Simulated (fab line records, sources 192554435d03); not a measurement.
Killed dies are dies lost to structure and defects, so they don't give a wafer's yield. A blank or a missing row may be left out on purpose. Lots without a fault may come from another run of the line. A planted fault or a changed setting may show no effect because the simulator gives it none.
A struck lot beside a sound one | flow n5_finfet | 27 steps out of a route of 1938
Sound: wafers L931.3, L931.5, L931.6. Struck: wafer L940.1. (L940.2 of the same lot was not struck and is left out.) The cause comes at the end.
At each step with rows: each side's tool, then ch and its chambers, then its first start. Under that, the readings that differ: sound wafers | struck wafers | difference of the means | sigmas: that difference in standard deviations of wafers without a fault.
alike: readings whose means differ by less than 2 such deviations, and words and numbers that are the same on both sides. not compared: withheld readings, readings that some wafer has no value for, bounds like >300 that may hide the same value, and numbers for which the record gives no deviation and whose values overlap.
The two part at a step that has a row with sigmas, a row that says differs or no value, or rows on one side only. Numbers that don't overlap but have no deviation are shown without sigmas and don't part them. A reading that every wafer of one side lacks parts them only if that side has two wafers or more.

first, 2 steps without rows for these wafers: N5_BEOL_M0_WET_ETCH_106 (etches SiO2 in DHF, target depth 130 nm, rinse time 30 s); N5_BEOL_M0_ETCH_128 (etches SiCN in CF4/N2, target depth 12 nm, overetch 5.1 nm, time 21.4 s).
N5_BEOL_M0_TRENCH_ETCH_107: etches SiOC in C4F6/O2, target depth 32.8 nm, time 16.4 s.
  sound on rie_diel-04 ch 1,3, day 7 22:02; struck on rie_diel-02 ch 1, day 10 06:49
  reading                | sound | struck | difference                   | sigmas
  rf_hours_counter_h (h) | - - - | 71     | no value on the sound wafers |
  alike: bias_w, drypump_motor_current_A, oes_o_777_au, oes_product_au, rf_vpp_V, showerhead_plenum_p_Torr, throttle_valve_pct
then, 1 step without rows for these wafers: N5_BEOL_M0_STRIP_142 (strips in N2/H2, time 10 s).
N5_BEOL_M0_OCD_MEAS_108:
  sound on ocd-02, day 7 22:10; struck on ocd-02, day 10 06:55
  reading              | sound          | struck | difference | sigmas
  trench_depth_nm (nm) | 33.5 33.6 33.3 | 32.3   | -1.2       | -2
then, 5 steps without rows for these wafers: N5_BEOL_M0_HM_STRIP_129 (strips TiN in peroxide tin strip, target depth 17 nm, time 108 s); N5_BEOL_M0_SRD_130 (time 30 s); N5_BEOL_M0_ETCH_109 (etches SiCN in CH3F/O2, target depth 8 nm, overetch 2.4 nm, time 27.4 s); N5_BEOL_M0_STRIP_139 (strips in post etch residue remover, time 60 s); N5_BEOL_M0_SRD_111 (time 30 s).
N5_BEOL_M0_DEGAS_112: time 60 s.
  sound on pvd_sputter-02, day 7 22:38; struck on pvd_sputter-01, day 10 07:37
  alike: heater_power_w
then, 1 step without rows for these wafers: N5_BEOL_M0_PRE_CLEAN_113 (time 30 s).
N5_BEOL_M0_ALD_136: deposits TaN, pulse time 2 s, purge time 3 s, co reactant purge time 2 s.
  sound on ald_metal-02 ch 0,2,3, day 7 22:50; struck on ald_metal-02 ch 0, day 10 07:51
  reading    | sound    | struck | difference | sigmas
  ald_cycles | 30 30 30 | 45     | +15        |
  alike: chamber_pressure_Torr, heater_power_w
  not compared: model.TaN_of_BEOL_M0_ALD_136.thk_nm
then, 2 steps without rows for these wafers: N5_BEOL_M0_SURFACE_TREAT_137; N5_BEOL_M0_CVD_115 (deposits Co from CCTBA/H2, time 120 s).
N5_BEOL_M0_SPUTTER_116: material Cu, target thk 4 nm, time 7.37 s.
  sound on pvd_sputter-01, day 7 23:26; struck on pvd_sputter-02, day 10 10:10
  alike: throttle_valve_pct
then, 1 step without rows for these wafers: N5_BEOL_M0_ANNEAL_117 (time 60 s).
N5_BEOL_M0_SPUTTER_132: material Cu, target thk 4 nm, time 7.37 s.
  sound on pvd_sputter-01, day 7 23:33; struck on pvd_sputter-02, day 10 10:17
  alike: throttle_valve_pct
then, 3 steps without rows for these wafers: N5_BEOL_M0_ANNEAL_133 (time 60 s); N5_BEOL_M0_SPUTTER_134 (material Cu, target thk 4 nm, time 7.37 s); N5_BEOL_M0_ANNEAL_135 (time 60 s).
N5_BEOL_M0_SPUTTER_141: material Cu, target thk 4 nm, time 7.37 s.
  sound on pvd_sputter-01, day 7 23:47; struck on pvd_sputter-02, day 10 10:32
  alike: throttle_valve_pct
then, 2 steps without rows for these wafers: N5_BEOL_M0_ECD_118 (material Cu, target thk 300 nm); N5_BEOL_M0_ANNEAL_119 (time 90 s).
N5_BEOL_M0_CMP_120: polishes, stops on SiOC, t overpolish 6.9 s.
  sound on cmp-02 ch 0,1,2, day 8 00:21; struck on cmp-03 ch 1, day 10 11:02
  reading                      | sound          | struck | difference | sigmas
  barrier_field_endpoint_s (s) | 3.52 3.44 3.57 | 4.43   | +0.92      | +7
  alike: motor_current_A, platen_rpm, slurry_filter_dp_kPa
  not compared: pad_life_wafers
-- the record jumps here: 2 days lie between the struck wafers' starts before and after (it left off in module BEOL_M0 and takes up again in module BEOL_M4, whose first step shown is number 1111 of the route) --
N5_BEOL_M4_RC_MEAS_101:
  sound on prober-01 ch 0, day 9 20:51; struck on prober-01 ch 0, day 12 15:37
  alike: DIBL_N, DIBL_P, IOFF_N, IOFF_P, ION_N, ION_P, SS_N, SS_P, VT_N, VT_P
then, 1 step without rows for these wafers: N5_PASSIVATION_PROBE_49.

WHERE THEY PART
First at N5_BEOL_M0_TRENCH_ETCH_107; last, within this record, at N5_BEOL_M0_CMP_120. Later steps at which nothing parts them and some readings are alike: N5_BEOL_M4_RC_MEAS_101.

WHY: what the simulator had put in
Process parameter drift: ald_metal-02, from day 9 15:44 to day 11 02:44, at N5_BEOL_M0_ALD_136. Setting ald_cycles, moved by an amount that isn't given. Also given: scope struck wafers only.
